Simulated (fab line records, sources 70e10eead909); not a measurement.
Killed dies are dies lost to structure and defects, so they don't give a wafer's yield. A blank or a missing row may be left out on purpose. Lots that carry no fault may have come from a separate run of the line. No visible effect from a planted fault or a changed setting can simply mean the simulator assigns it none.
Comparing a struck lot with a sound one || flow nand-harc || 28 out of 1159 route steps
Sound: the wafers L303.2, L303.4, L303.5. Struck: wafer L310.4 (L310.2, L310.6, from the same lot, were not struck and are left out); the cause is given at the end.
At each step with rows: each side's tool, then ch and its chambers, then its first start. Under that, the readings that differ: sound wafers || struck wafers || difference of the means || sigmas: that difference in standard deviations of wafers without a fault.
alike: words and numbers the same on both sides, and readings whose means are apart by under 2 such deviations; not compared: readings that were withheld, readings missing a value for some wafer, numbers with overlapping values and no deviation given by the record, and bounds like >300 which may hide the same value.
The two part at a step that has a row with sigmas, a row that says differs or no value, or rows on one side only. Non-overlapping numbers with no deviation appear without sigmas and do not part them. Lack of a reading on every wafer of one side parts them only where that side has two or more wafers.

NHARC_A_CONTACT_ETCH_132: etches the open film in C4F8/O2/Ar, time 156 s, target depth 958 nm.
  sound on har-cap-etch-01 ch 1, day 16 21:29; struck on har-cap-etch-02 ch 0, day 19 05:56
{"reading": "chamber-pressure-mTorr (mTorr)", "sound": "19.996 20.001 19.966", "struck": 20.026, "difference": "+0.038", "sigmas": "+2"}
  not compared: rf-hours-counter-h
then, 1 step without rows for these wafers: NHARC_A_CONTACT_ETCH_133 (etches the open film in C4F8/O2/Ar, time 195 s, target depth 840 nm).
NHARC_A_CONTACT_ETCH_91: etches the open film in CH3F/O2, target depth 40 nm, time 85.7 s.
  sound on rie-diel-11 ch 1,2,3, day 16 22:13; struck on rie-diel-11 ch 2, day 19 06:39
  alike: chamber-pressure-mTorr, drypump-motor-current-A, oes-product-au, rf-vpp-V, showerhead-plenum-p-Torr, throttle-valve-pct
  not compared: rf-hours-counter-h
NHARC_A_CONTACT_ETCH_97: etches the open film in C4F6/O2, target depth 20 nm, time 10 s.
  sound on rie-diel-11 ch 1,3; struck on rie-diel-11 ch 0
  alike: chamber-pressure-mTorr, drypump-motor-current-A, oes-product-au, rf-vpp-V, showerhead-plenum-p-Torr, throttle-valve-pct
  not compared: rf-hours-counter-h
NHARC_A_CONTACT_CD_MEAS_80:
  sound on cd-sem-02, day 16 22:25; struck on cd-sem-02, day 19 06:50
  alike: cd-nm
then, 3 steps without rows for these wafers: NHARC_A_CONTACT_STRIP_103 (strips in N2/H2); NHARC_A_CONTACT_STRIP_104 (strips in CF4/CHF3); NHARC_A_CONTACT_STRIP_105 (strips in O2/COS).
NHARC_A_CONTACT_ETCH_106: etches the open film in CF4/O2, target depth 60 nm, overetch 6 nm, time 33 s.
  sound on rie-diel-13 ch 0,1,2, day 16 23:10; struck on rie-diel-11 ch 2, day 19 07:08
{"reading": "rf-vpp-V (V)", "sound": "196.6 196.2 198.3", "struck": 201.0, "difference": "+4.0", "sigmas": "+3"}
{"reading": "showerhead-plenum-p-Torr (Torr)", "sound": "1.33 1.27 1.36", "struck": 1.44, "difference": "+0.12", "sigmas": "+2"}
  alike: chamber-pressure-mTorr, drypump-motor-current-A, oes-product-au, throttle-valve-pct
  not compared: rf-hours-counter-h
NHARC_A_CONTACT_STRIP_82: strips in O2.
  sound on rie-diel-13 ch 0,2,3; struck on rie-diel-11 ch 1
  alike: chamber-pressure-mTorr, drypump-motor-current-A, oes-product-au, rf-vpp-V, showerhead-plenum-p-Torr, throttle-valve-pct
  not compared: rf-hours-counter-h
then, 2 steps without rows for these wafers: NHARC_A_CONTACT_STRIP_83 (strips in post etch residue remover, time 600 s); NHARC_A_CONTACT_DEP_84 (deposits aC, target thk 2000 nm).
NHARC_A_CONTACT_DEP_85: deposits SiON, target thk 50 nm.
  sound on pecvd-03 ch 0,1,2, day 17 01:47; struck on pecvd-02 ch 2, day 19 09:58
{"reading": "heater-power-w (W)", "sound": "866 864 816", "struck": 716, "difference": -133, "sigmas": -2}
then, 10 steps without rows for these wafers: NHARC_A_CONTACT_DEHYDRATE_00 (time 120 s); NHARC_A_CONTACT_HMDS_01 (time 30 s); NHARC_A_CONTACT_COAT_86 (time 75 s); NHARC_A_CONTACT_COAT_87 (time 65 s); NHARC_A_CONTACT_COAT_02 (resist thk 90 nm); NHARC_A_CONTACT_SOFTBAKE_03 (time 55 s); NHARC_A_CONTACT_EBR_04; NHARC_A_CONTACT_EXPOSE_05 (exposes mask A CC); NHARC_A_CONTACT_PEB_06 (peb time 65 s); NHARC_A_CONTACT_DEVELOP_07 (develop time 35 s).
NHARC_A_CONTACT_CD_MEAS_08: the cd target is 100 nm.
  sound on cd-sem-02 ch 0, day 17 02:30; struck on cd-sem-03 ch 0, day 19 10:38
  alike: cd-nm
NHARC_A_CONTACT_OVL_MEAS_09:
  sound on overlay-01, day 17 02:35; struck on overlay-01, day 19 10:43
  alike: overlay-x-nm, overlay-y-nm
NHARC_A_CONTACT_INSPECT_10:
  sound on defect-inspect-01, day 17 02:38; struck on defect-inspect-02, day 19 10:46
{"reading": "raw-defect-count", "sound": "10 4 7", "struck": 337, "difference": "+330", "sigmas": "+22"}
then, 1 step without rows for these wafers: NHARC_A_CONTACT_DESCUM_13 (chemistry O2, time 3 s).
-- the record jumps here: 5 days lie between the struck wafers' starts before and after (it left off in module A_CONTACT and takes up again in module END, whose first step shown is number 1159 of the route) --
NHARC_END_SORT_01:
  at this point the record logs the struck wafers (prober-01 ch 0, day 24 21:46) and has no rows for the sound ones

## WHERE THEY PART
First at NHARC_A_CONTACT_ETCH_132; last, within this record, at NHARC_END_SORT_01.

WHY: what the simulator had put in
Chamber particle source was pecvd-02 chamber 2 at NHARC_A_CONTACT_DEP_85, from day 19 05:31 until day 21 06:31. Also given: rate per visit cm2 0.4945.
